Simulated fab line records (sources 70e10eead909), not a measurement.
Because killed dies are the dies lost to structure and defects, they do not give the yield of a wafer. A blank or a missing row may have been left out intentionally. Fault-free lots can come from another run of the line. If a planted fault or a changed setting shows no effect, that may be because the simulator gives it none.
Check of tool commonality || flow nandHarc || Sample size 15 lots and 45 wafers

## WHAT PROMPTED THE OPENING
On 3 of the 15 lots, a flag is raised at NHARC_P_M1_CD_MEAS_09 on the reading cdNm. Fault-free wafers read 129.6 nm, with a standard deviation of 0.67.
Rule: flag the lot when none of its wafers has a number, or when each of its wafers that has one lies beyond 4 standard deviations from that mean. The other lots count as sound.

{"lot": "L695", "measured": "day 5 19:02", "on": "cdSem-02", "cdNm (nm), wafer by wafer": "129.9 131.5 130.1", "flag": ""}
{"lot": "L696", "measured": "day 6 08:55", "on": "cdSem-01", "cdNm (nm), wafer by wafer": "129.9 130.3 130.7", "flag": ""}
{"lot": "L698", "measured": "day 6 10:13", "on": "cdSem-01", "cdNm (nm), wafer by wafer": "130.3 129.1 129.4", "flag": ""}
{"lot": "L699", "measured": "day 6 20:22", "on": "cdSem-02", "cdNm (nm), wafer by wafer": "130.2 130.1 130.0", "flag": ""}
{"lot": "L700", "measured": "day 6 21:09", "on": "cdSem-03", "cdNm (nm), wafer by wafer": "129.2 129.1 129.8", "flag": ""}
{"lot": "L701", "measured": "day 7 14:26", "on": "cdSem-02", "cdNm (nm), wafer by wafer": "128.9 129.9 129.0", "flag": ""}
{"lot": "L703", "measured": "day 7 23:39", "on": "cdSem-01", "cdNm (nm), wafer by wafer": "130.0 128.9 130.0", "flag": ""}
{"lot": "L704", "measured": "day 8 17:26", "on": "cdSem-01", "cdNm (nm), wafer by wafer": "129.2 129.4 130.3", "flag": ""}
{"lot": "L706", "measured": "day 9 01:38", "on": "cdSem-03", "cdNm (nm), wafer by wafer": "129.3 130.5 130.0", "flag": ""}
{"lot": "L705", "measured": "day 9 06:55", "on": "cdSem-01", "cdNm (nm), wafer by wafer": "130.3 128.7 129.2", "flag": ""}
{"lot": "L709", "measured": "day 9 07:07", "on": "cdSem-01", "cdNm (nm), wafer by wafer": "129.0 129.8 128.9", "flag": ""}
{"lot": "L711", "measured": "day 10 00:33", "on": "cdSem-01", "cdNm (nm), wafer by wafer": "129.5 128.8 128.4", "flag": ""}
{"lot": "L715", "measured": "day 11 09:14", "on": "cdSem-01", "cdNm (nm), wafer by wafer": "154.6 155.8 153.8", "flag": "FLAGGED"}
{"lot": "L718", "measured": "day 11 11:38", "on": "cdSem-01", "cdNm (nm), wafer by wafer": "149.8 150.7 150.2", "flag": "FLAGGED"}
{"lot": "L717", "measured": "day 11 12:14", "on": "cdSem-01", "cdNm (nm), wafer by wafer": "151.4 150.7 151.6", "flag": "FLAGGED"}
Average over the flagged lots: 152.1 nm; offset from the usual +22.5 nm, equal to +34 standard deviations.

## WHICH TOOL EACH LOT WENT THROUGH
The record holds 3 process steps before the reading, out of a route of 1159 steps. Every cell lists first the tool, next ch and the chambers used by the sampled wafers, and last the start.
{"lot": "L695", "flag": "", "NHARC_P_M0_PVD_20": "pvdSputter-01, day 5 16:51 or earlier", "NHARC_P_M0_ANNEAL_30": "rtpAnneal-01 ch 0, day 5 16:51", "NHARC_P_M1_EXPOSE_06": "arfiScanner-01 ch 0, day 5 18:54"}
{"lot": "L696", "flag": "", "NHARC_P_M0_PVD_20": "pvdSputter-02, day 6 06:35 or earlier", "NHARC_P_M0_ANNEAL_30": "rtpAnneal-02 ch 0, day 6 06:35", "NHARC_P_M1_EXPOSE_06": "arfiScanner-03 ch 0, day 6 08:46"}
{"lot": "L698", "flag": "", "NHARC_P_M0_PVD_20": "pvdSputter-01, day 6 08:07 or earlier", "NHARC_P_M0_ANNEAL_30": "rtpAnneal-02 ch 0, day 6 08:07", "NHARC_P_M1_EXPOSE_06": "arfiScanner-01 ch 0, day 6 10:05"}
{"lot": "L699", "flag": "", "NHARC_P_M0_PVD_20": "pvdSputter-02, day 6 18:16 or earlier", "NHARC_P_M0_ANNEAL_30": "rtpAnneal-02 ch 0, day 6 18:16", "NHARC_P_M1_EXPOSE_06": "arfiScanner-01 ch 0, day 6 20:13"}
{"lot": "L700", "flag": "", "NHARC_P_M0_PVD_20": "pvdSputter-01, day 6 18:56 or earlier", "NHARC_P_M0_ANNEAL_30": "rtpAnneal-01 ch 0, day 6 18:56", "NHARC_P_M1_EXPOSE_06": "arfiScanner-02 ch 0, day 6 21:01"}
{"lot": "L701", "flag": "", "NHARC_P_M0_PVD_20": "pvdSputter-02, day 7 12:22 or earlier", "NHARC_P_M0_ANNEAL_30": "rtpAnneal-01 ch 0, day 7 12:22", "NHARC_P_M1_EXPOSE_06": "arfiScanner-02 ch 0, day 7 14:17"}
{"lot": "L703", "flag": "", "NHARC_P_M0_PVD_20": "pvdSputter-03, day 7 21:28 or earlier", "NHARC_P_M0_ANNEAL_30": "rtpAnneal-02 ch 0, day 7 21:28", "NHARC_P_M1_EXPOSE_06": "arfiScanner-01 ch 0, day 7 23:31"}
{"lot": "L704", "flag": "", "NHARC_P_M0_PVD_20": "pvdSputter-03, day 8 15:20 or earlier", "NHARC_P_M0_ANNEAL_30": "rtpAnneal-01 ch 0, day 8 15:20", "NHARC_P_M1_EXPOSE_06": "arfiScanner-01 ch 0, day 8 17:17"}
{"lot": "L706", "flag": "", "NHARC_P_M0_PVD_20": "pvdSputter-02, day 8 23:27 or earlier", "NHARC_P_M0_ANNEAL_30": "rtpAnneal-01 ch 0, day 8 23:27", "NHARC_P_M1_EXPOSE_06": "arfiScanner-02 ch 0, day 9 01:30"}
{"lot": "L705", "flag": "", "NHARC_P_M0_PVD_20": "pvdSputter-01, day 9 04:44 or earlier", "NHARC_P_M0_ANNEAL_30": "rtpAnneal-01 ch 0, day 9 04:44", "NHARC_P_M1_EXPOSE_06": "arfiScanner-03 ch 0, day 9 06:46"}
{"lot": "L709", "flag": "", "NHARC_P_M0_PVD_20": "pvdSputter-03, day 9 04:55 or earlier", "NHARC_P_M0_ANNEAL_30": "rtpAnneal-02 ch 0, day 9 04:55", "NHARC_P_M1_EXPOSE_06": "arfiScanner-02 ch 0, day 9 06:59"}
{"lot": "L711", "flag": "", "NHARC_P_M0_PVD_20": "pvdSputter-01, day 9 22:13 or earlier", "NHARC_P_M0_ANNEAL_30": "rtpAnneal-02 ch 0, day 9 22:13", "NHARC_P_M1_EXPOSE_06": "arfiScanner-01 ch 0, day 10 00:25"}
{"lot": "L715", "flag": "FLAGGED", "NHARC_P_M0_PVD_20": "pvdSputter-03, day 11 05:43 or earlier", "NHARC_P_M0_ANNEAL_30": "rtpAnneal-01 ch 0, day 11 05:43", "NHARC_P_M1_EXPOSE_06": "arfiScanner-02 ch 0, day 11 09:06"}
{"lot": "L718", "flag": "FLAGGED", "NHARC_P_M0_PVD_20": "pvdSputter-01, day 11 09:36 or earlier", "NHARC_P_M0_ANNEAL_30": "rtpAnneal-02 ch 0, day 11 09:36", "NHARC_P_M1_EXPOSE_06": "arfiScanner-02 ch 0, day 11 11:30"}
{"lot": "L717", "flag": "FLAGGED", "NHARC_P_M0_PVD_20": "pvdSputter-01, day 11 10:08 or earlier", "NHARC_P_M0_ANNEAL_30": "rtpAnneal-02 ch 0, day 11 10:08", "NHARC_P_M1_EXPOSE_06": "arfiScanner-02 ch 0, day 11 12:05"}
These steps, and what they do:
- NHARC_P_M0_PVD_20: deposits TaN, target thk 5 nm, time 8.06 s.
- NHARC_P_M0_ANNEAL_30: time 90 s.
- NHARC_P_M1_EXPOSE_06: exposes mask P M1, target cd 130 nm.
- NHARC_P_M1_CD_MEAS_09: target cd 130 nm.

## FLAGGED AGAINST TOTAL, ONE TOOL AT A TIME (gauges that did the reading follow at the end)
{"step": "NHARC_P_M0_PVD_20", "tool": "pvdSputter-01", "lots run": 7, "flagged": 2, "share of the flagged lots": "some", "sound lots run after its first flagged lot": 0}
{"step": "NHARC_P_M0_PVD_20", "tool": "pvdSputter-02", "lots run": 4, "flagged": 0, "share of the flagged lots": "none", "sound lots run after its first flagged lot": "-"}
{"step": "NHARC_P_M0_PVD_20", "tool": "pvdSputter-03", "lots run": 4, "flagged": 1, "share of the flagged lots": "some", "sound lots run after its first flagged lot": 0}
{"step": "NHARC_P_M0_ANNEAL_30", "tool": "rtpAnneal-01", "lots run": 7, "flagged": 1, "share of the flagged lots": "some", "sound lots run after its first flagged lot": 0}
{"step": "NHARC_P_M0_ANNEAL_30", "tool": "rtpAnneal-02", "lots run": 8, "flagged": 2, "share of the flagged lots": "some", "sound lots run after its first flagged lot": 0}
{"step": "NHARC_P_M1_EXPOSE_06", "tool": "arfiScanner-01", "lots run": 6, "flagged": 0, "share of the flagged lots": "none", "sound lots run after its first flagged lot": "-"}
{"step": "NHARC_P_M1_EXPOSE_06", "tool": "arfiScanner-02", "lots run": 7, "flagged": 3, "share of the flagged lots": "all", "sound lots run after its first flagged lot": 0}
{"step": "NHARC_P_M1_EXPOSE_06", "tool": "arfiScanner-03", "lots run": 2, "flagged": 0, "share of the flagged lots": "none", "sound lots run after its first flagged lot": "-"}
{"step": "NHARC_P_M1_CD_MEAS_09", "tool": "cdSem-01", "lots run": 10, "flagged": 3, "share of the flagged lots": "all", "sound lots run after its first flagged lot": 0}
{"step": "NHARC_P_M1_CD_MEAS_09", "tool": "cdSem-02", "lots run": 3, "flagged": 0, "share of the flagged lots": "none", "sound lots run after its first flagged lot": "-"}
{"step": "NHARC_P_M1_CD_MEAS_09", "tool": "cdSem-03", "lots run": 2, "flagged": 0, "share of the flagged lots": "none", "sound lots run after its first flagged lot": "-"}
With no start given for some of its lots, NHARC_P_M0_PVD_20 uses the hours and lot order of NHARC_P_M0_ANNEAL_30.

## WHAT IS ALLOWED BY THE TABLE
In 2 table rows, all flagged lots were run: arfiScanner-02 (NHARC_P_M1_EXPOSE_06), cdSem-01 (NHARC_P_M1_CD_MEAS_09).
- arfiScanner-02 at NHARC_P_M1_EXPOSE_06: 3 of its 7 lots flagged. Last sound lot L709 at day 9 06:59, first flagged lot L715 at day 11 09:06; a fault beginning in between fits. Its own readings (exposureDoseMJCm2) fall more than 4 standard deviations out on all wafers of the flagged lots.
- cdSem-01 at NHARC_P_M1_CD_MEAS_09: 3 of its 10 lots flagged. Last sound lot L711 at day 10 00:33, first flagged lot L715 at day 11 09:14; a fault beginning in between fits.
A lot count leaves these 2 tools indistinguishable: every one of them fits a fault beginning at some hour. More lots, or a look at what each step does to the wafer, might.

## WHAT HAD BEEN PUT IN BY THE SIMULATOR
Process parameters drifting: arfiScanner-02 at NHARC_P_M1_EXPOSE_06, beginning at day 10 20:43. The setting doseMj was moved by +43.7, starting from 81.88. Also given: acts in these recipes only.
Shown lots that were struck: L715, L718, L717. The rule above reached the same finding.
